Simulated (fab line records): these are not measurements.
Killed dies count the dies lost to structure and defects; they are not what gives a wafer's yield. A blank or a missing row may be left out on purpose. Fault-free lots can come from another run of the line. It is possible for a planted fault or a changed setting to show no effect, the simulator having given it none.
What tool caused it? ; flow n5 finfet ; 9 lots, 25 wafers sampled, at 5 steps of a route of 1938

== WHAT THE GAUGES SHOWED, per wafer ==
N5_BEOL_M2_OVL_MEAS_29. Usual: V1_OVL 0.1 nm, standard deviation 0.8.
lot;measured;on;V1_OVL (nm);flag
L300;day 6 12:57;overlay-02;1.6 2.2 1.4;
L304;day 7 17:29;overlay-02;-0.7 -0.4 0.3;
L305;day 7 18:08;overlay-02;-0.8 -0.5 -1.1;
L307;day 8 03:31;overlay-01;-0.1 -0.9 -0.1;
L308;day 8 18:50;overlay-02;1.4 0.5 -0.5;
L310;day 9 05:16;overlay-02;0.3 0.4 -0.5;
L316;day 10 11:02;overlay-02;-0.1 0.0;
L317;day 10 23:35;overlay-02;-0.5 0.4;
L320;day 11 08:54;overlay-02;1.1 0.8 1.2;

N5_BEOL_M4_RC_MEAS_101. Usual: DIBL_N 37.3 mV/V, standard deviation 2.3; DIBL_P 37.4 mV/V, standard deviation 2.9; IOFF_N 0.18 nA/um, standard deviation 0.045; IOFF_P 0.25 nA/um, standard deviation 0.054; ION_N 679 uA/um, standard deviation 15; ION_P 468 uA/um, standard deviation 9.7; SS_N 71.8 mV/dec, standard deviation 0.62; SS_P 73.6 mV/dec, standard deviation 0.76; VT_N 248 mV, standard deviation 4.1; VT_P -248 mV, standard deviation 3.6.
lot;measured;on;DIBL_N (mV/V);DIBL_P (mV/V);IOFF_N (nA/um);IOFF_P (nA/um);ION_N (uA/um);ION_P (uA/um);SS_N (mV/dec);SS_P (mV/dec);VT_N (mV);VT_P (mV);flag
L300;day 7 19:43;prober-02;40.0 36.8 42.1;39.1 35.1 40.9;0.22 0.16 0.27;0.33 0.23 0.35;686 680 691;470 469 472;71.7 71.4 72.3;73.7 73.0 74.2;242 249 243;-242 -248 -241;
L304;day 8 22:00;prober-01;36.8 38.7 37.2;36.0 38.6 37.3;0.17 0.21 0.18;0.23 0.28 0.26;683 687 692;464 473 480;71.3 72.1 71.9;73.0 74.0 74.4;251 247 248;-249 -245 -245;
L305;day 9 03:22;prober-02;39.0 40.6 37.3;39.4 43.2 38.2;0.20 0.26 0.17;0.25 0.31 0.22;681 693 698;464 473 469;71.6 72.8 72.0;74.0 74.9 73.0;247 243 248;-249 -248 -251;
L307;day 9 07:28;prober-01;35.1 37.2 37.0;35.3 38.0 37.3;0.15 0.19 0.19;0.22 0.27 0.26;687 687 687;473 472 470;71.1 72.2 71.5;73.1 73.1 73.8;246 245 245;-248 -245 -247;
L308;day 10 00:09;prober-02;40.4 38.3 38.9;39.5 36.6 38.0;0.25 0.18 0.20;0.31 0.26 0.27;708 667 701;483 464 481;72.6 71.1 72.2;74.4 73.6 73.5;242 246 245;-243 -245 -245;
L310;day 10 19:53;prober-01;36.9 32.6 36.2;38.9 32.7 38.4;0.18 0.11 0.19;0.25 0.16 0.25;673 675 692;462 461 472;72.5 70.8 72.3;73.3 72.4 73.1;247 258 246;-249 -254 -246;
L316;day 12 05:16;prober-02;32.0 35.5;33.1 35.0;0.13 0.16;0.19 0.21;679 652;468 450;70.6 71.8;72.6 73.5;249 251;-250 -253;
L317;day 12 06:49;prober-01;38.4 37.4;39.6 38.9;0.22 0.21;0.29 0.28;672 703;459 474;73.0 71.7;74.3 74.2;248 245;-246 -244;
L320;day 13 04:02;prober-01;38.4 36.2 38.8;38.8 35.8 39.9;0.19 0.15 0.20;0.27 0.22 0.29;677 662 677;475 462 469;71.7 71.6 72.2;73.7 72.5 73.6;246 252 248;-244 -245 -245;

== WHAT TOOL EACH LOT RAN ON (gives the tool, then ch and the chambers of the sampled wafers, and finally the start) ==
lot;N5_BEOL_M2_DESCUM_16;N5_BEOL_M2_ETCH_77;N5_BEOL_M2_STRIP_97
L300;rie diel-04 ch 0,1,3, day 6 12:10;rie diel-04 ch 0,2, day 6 13:05;rie diel-06 ch 1,2, day 7 19:43 or earlier
L304;rie diel-06 ch 0,3, day 7 16:34;rie diel-04 ch 2,3, day 7 17:36;rie diel-02 ch 0,1, day 8 22:00 or earlier
L305;rie diel-02 ch 0,1,3, day 7 17:14;rie diel-02 ch 2,3, day 7 18:16;rie diel-02 ch 0,1, day 9 03:22 or earlier
L307;rie diel-06 ch 0,1, day 8 02:36;rie diel-02 ch 0,2, day 8 03:38;rie diel-06 ch 0,1,3, day 9 07:28 or earlier
L308;rie diel-06 ch 1,2, day 8 17:55;rie diel-06 ch 1,2, day 8 18:57;rie diel-06 ch 1,3, day 10 00:09 or earlier
L310;rie diel-04 ch 1,2,3, day 9 04:21;rie diel-06 ch 1,2,3, day 9 05:26;rie diel-02 ch 0,1,3, day 10 19:53 or earlier
L316;rie diel-06 ch 2,3, day 10 10:14;rie diel-04 ch 0,1, day 10 11:09;rie diel-04 ch 1,2, day 12 05:16 or earlier
L317;rie diel-02 ch 2,3, day 10 22:40;rie diel-04 ch 1,2, day 10 23:43;rie diel-06 ch 1,3, day 12 06:49 or earlier
L320;rie diel-02 ch 1,3, day 11 08:01;rie diel-04 ch 1,2,3, day 11 09:08;rie diel-06 ch 1,3, day 13 04:02 or earlier
- N5_BEOL_M2_DESCUM_16: chemistry O2, time 7 s.
- N5_BEOL_M2_ETCH_77: etches underlayer in N2/H2, target depth 6.5 nm, time 5.2 s.
- N5_BEOL_M2_STRIP_97: strips in N2/H2, time 10 s.

== WHAT THE TOOLS THEMSELVES READ (means of the sampled wafers that have a number; where no wafer has one, the mark that the record gives instead) ==
N5_BEOL_M2_DESCUM_16. Usual: for drypump motor current A, 5.6 A with a standard deviation of 0.41; for oes product au, 0.78 a.u. with a standard deviation of 0.074; for rf fwd power W, 49.44 W with a standard deviation of 0.19; for rf vpp V, 242.6 V with a standard deviation of 1.2; for showerhead plenum p Torr, 2.06 Torr with a standard deviation of 0.067; for temp c, 39.99 C with a standard deviation of 0.11; for throttle valve pct, 20.43 % with a standard deviation of 0.15.
lot;tool;drypump motor current A (A);oes product au (a.u.);rf fwd power W (W);rf vpp V (V);showerhead plenum p Torr (Torr);temp c (C);throttle valve pct (%);flag
L300;rie diel-04;5.6;0.77;49.42;242.7;2.07;40.05;20.56;
L304;rie diel-06;5.6;0.73;49.55;242.0;2.04;40.00;20.38;
L305;rie diel-02;5.6;0.78;49.35;242.6;2.06;40.09;20.33;
L307;rie diel-06;5.9;0.73;49.51;243.3;2.03;40.06;20.42;
L308;rie diel-06;6.0;0.85;49.48;242.9;2.04;39.95;20.53;
L310;rie diel-04;5.5;0.74;49.39;242.1;2.02;39.83;20.53;
L316;rie diel-06;5.5;0.78;49.38;242.7;2.05;39.85;20.53;
L317;rie diel-02;5.0;0.77;49.53;243.3;2.09;39.96;20.48;
L320;rie diel-02;5.5;0.73;49.22;241.9;1.99;40.07;20.31;

N5_BEOL_M2_ETCH_77. Usual: drypump motor current A 5.6 A, standard deviation 0.42; etch rf on time s 5.20 s, standard deviation 0.18; n2 flow sccm 199.9 sccm, standard deviation 0.58; oes product au 0.65 a.u., standard deviation 0.062; rf fwd power W 819.4 W, standard deviation 2.5; rf vpp V 523.3 V, standard deviation 2.6; showerhead plenum p Torr 2.51 Torr, standard deviation 0.084; throttle valve pct 17.91 %, standard deviation 0.29.
lot;tool;drypump motor current A (A);etch rf on time s (s);n2 flow sccm (sccm);oes product au (a.u.);rf fwd power W (W);rf vpp V (V);showerhead plenum p Torr (Torr);throttle valve pct (%);flag
L300;rie diel-04;6.1;5.25;199.5;0.61;817.6;524.8;2.59;17.84;
L304;rie diel-04;5.8;5.17;200.0;0.62;819.4;522.6;2.47;17.62;
L305;rie diel-02;5.1;5.04;199.8;0.72;821.6;523.5;2.56;18.05;
L307;rie diel-02;5.5;5.28;200.4;0.61;817.4;525.9;2.63;17.77;
L308;rie diel-06;5.7;5.39;200.4;0.67;816.9;523.5;2.53;18.23;
L310;rie diel-06;5.7;5.31;200.3;0.70;820.3;522.4;2.50;18.04;
L316;rie diel-04;5.7;4.50;199.2;0.68;822.0;524.1;2.54;18.23;OFF
L317;rie diel-04;5.5;4.59;200.3;0.67;819.8;522.5;2.46;18.12;OFF
L320;rie diel-04;5.5;4.65;200.5;0.65;818.5;521.4;2.44;17.92;OFF

N5_BEOL_M2_STRIP_97. Usual: for drypump motor current A, 5.6 A with a standard deviation of 0.39; for n2 flow sccm, 199.9 sccm with a standard deviation of 0.67; for oes product au, 0.77 a.u. with a standard deviation of 0.073; for rf vpp V, 59.0 V with a standard deviation of 0.86; for showerhead plenum p Torr, 2.51 Torr with a standard deviation of 0.077; for temp c, 39.98 C with a standard deviation of 0.11; for throttle valve pct, 23.7 % with a standard deviation of 0.44.
lot;tool;drypump motor current A (A);n2 flow sccm (sccm);oes product au (a.u.);rf vpp V (V);showerhead plenum p Torr (Torr);temp c (C);throttle valve pct (%);flag
L300;rie diel-06;5.7;200.8;0.82;58.8;2.54;39.97;24.1;
L304;rie diel-02;5.7;199.5;0.73;59.7;2.48;39.89;23.2;
L305;rie diel-02;5.8;200.1;0.72;59.3;2.54;40.01;23.3;
L307;rie diel-06;5.8;200.3;0.80;59.5;2.49;39.95;23.7;
L308;rie diel-06;5.7;199.9;0.86;59.0;2.47;39.98;23.6;
L310;rie diel-02;5.6;199.6;0.76;59.4;2.50;39.91;23.5;
L316;rie diel-04;5.5;200.1;0.72;57.9;2.46;39.95;23.9;
L317;rie diel-06;5.8;199.4;0.84;59.2;2.46;40.02;23.7;
L320;rie diel-06;6.0;199.8;0.84;58.5;2.46;39.95;23.7;

== THE ANSWER, worked out from the rows above alone ==
Rule: take the mean of a lot's wafers that have a number; if it is more than 3 standard deviations from the usual mean, the lot is off. Also off: a lot with no number at a reading for which 4 or more lots have one. All remaining lots with rows at the step are treated as sound. After the gauges, taken in route order, come the tools' own readings; for these a lot's mean is taken, as printed above. The first step at which some lot is off is used, and at that step the reading that is off furthest; a lot without a number counts as furthest.
Off at N5_BEOL_M2_ETCH_77 (etch rf on time s): L316, L317, L320.
A tool fits if, at that step or a process step before it, it ran every lot that is off, and no sound lot after the first of them. One candidate fits, namely rie diel-04 at N5_BEOL_M2_ETCH_77. Its last sound lot is L304 (day 7 17:36), its first lot that is off L316 (day 10 11:09): a fault that began between those two fits.
The tool's own readings at N5_BEOL_M2_ETCH_77 bear it out: on the lots that are off they differ by more than 5 times the standard deviation of the sound lots' means. etch rf on time s reads 4.58 s there against 5.24 s on the sound lots.

== WHAT THE SIMULATOR PUT IN ==
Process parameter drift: rie diel-04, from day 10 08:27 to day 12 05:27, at N5_BEOL_M2_ETCH_77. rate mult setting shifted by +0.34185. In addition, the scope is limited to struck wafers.
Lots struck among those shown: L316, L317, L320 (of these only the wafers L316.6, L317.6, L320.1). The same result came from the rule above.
